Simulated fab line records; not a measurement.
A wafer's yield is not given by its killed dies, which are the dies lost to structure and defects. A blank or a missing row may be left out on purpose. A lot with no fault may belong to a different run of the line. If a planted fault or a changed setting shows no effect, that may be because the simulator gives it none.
Chamber matching / flow n5 finfet / cmp-03 running N5_SDB_CMP_30: 4 sister chambers
The step polishes, stops on poly-Si, t overpolish 1.54 s, target thk 30 nm. 7 wafers are shown with their chamber, then 10 later ones without.

## WAFERS PAIRED WITH THEIR CHAMBERS
wafer=L076.5; chamber=1; motor current A (A)=12.3; time to endpoint s (s)=18.3
wafer=L084.1; chamber=0; motor current A (A)=14.2; time to endpoint s (s)=19.4
wafer=L084.3; chamber=2; motor current A (A)=14.2; time to endpoint s (s)=21.0
wafer=L089.3; chamber=1; motor current A (A)=12.5; time to endpoint s (s)=17.0
wafer=L089.4; chamber=2; motor current A (A)=14.0; time to endpoint s (s)=19.3
wafer=L090.2; chamber=3; motor current A (A)=12.6; time to endpoint s (s)=20.1
wafer=L090.5; chamber=3; motor current A (A)=12.5; time to endpoint s (s)=17.1

## WAFERS WHOSE CHAMBER IS MISSING
wafer=L090.6; motor current A (A)=14.5; time to endpoint s (s)=18.4
wafer=L091.1; motor current A (A)=14.5; time to endpoint s (s)=23.0
wafer=L091.4; motor current A (A)=12.6; time to endpoint s (s)=20.9
wafer=L091.5; motor current A (A)=14.1; time to endpoint s (s)=22.6
wafer=L094.2; motor current A (A)=13.8; time to endpoint s (s)=18.1
wafer=L094.3; motor current A (A)=12.4; time to endpoint s (s)=16.8
wafer=L094.6; motor current A (A)=14.0; time to endpoint s (s)=19.8
wafer=L096.1; motor current A (A)=13.9; time to endpoint s (s)=15.8
wafer=L096.4; motor current A (A)=13.9; time to endpoint s (s)=18.7
wafer=L096.5; motor current A (A)=12.3; time to endpoint s (s)=16.3

## EACH ONE'S CHAMBER
wafer=L090.6; from the rows above=can't be placed: 0 or 2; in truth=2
wafer=L091.1; from the rows above=can't be placed: 0 or 2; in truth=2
wafer=L091.4; from the rows above=can't be placed: 3 or 1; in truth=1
wafer=L091.5; from the rows above=can't be placed: 2 or 0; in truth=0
wafer=L094.2; from the rows above=can't be placed: 2 or 0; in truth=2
wafer=L094.3; from the rows above=can't be placed: 1 or 3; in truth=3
wafer=L094.6; from the rows above=can't be placed: 2 or 0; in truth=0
wafer=L096.1; from the rows above=can't be placed: 2 or 0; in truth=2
wafer=L096.4; from the rows above=can't be placed: 2 or 0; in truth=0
wafer=L096.5; from the rows above=can't be placed: 1 or 3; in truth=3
Correctly placed: 0 of 10. From these rows, 10 cannot be placed; in 10 the true chamber is one of the candidates. Number placed wrongly: 0.
How it was worked out, from the rows above alone: a wafer's distance from a chamber is the root of the sum, over the readings, of the square of ((its reading less the chamber's mean) divided by the reading's scatter). The wafer belongs to the nearest chamber; if the next one is less than 2 further off, it can't be placed. The mean given for a chamber averages the wafers shown for that chamber. The scatter: the root of (the sum of the squares of (reading less its chamber's mean) over the shown wafers, divided by (wafers less chambers)).
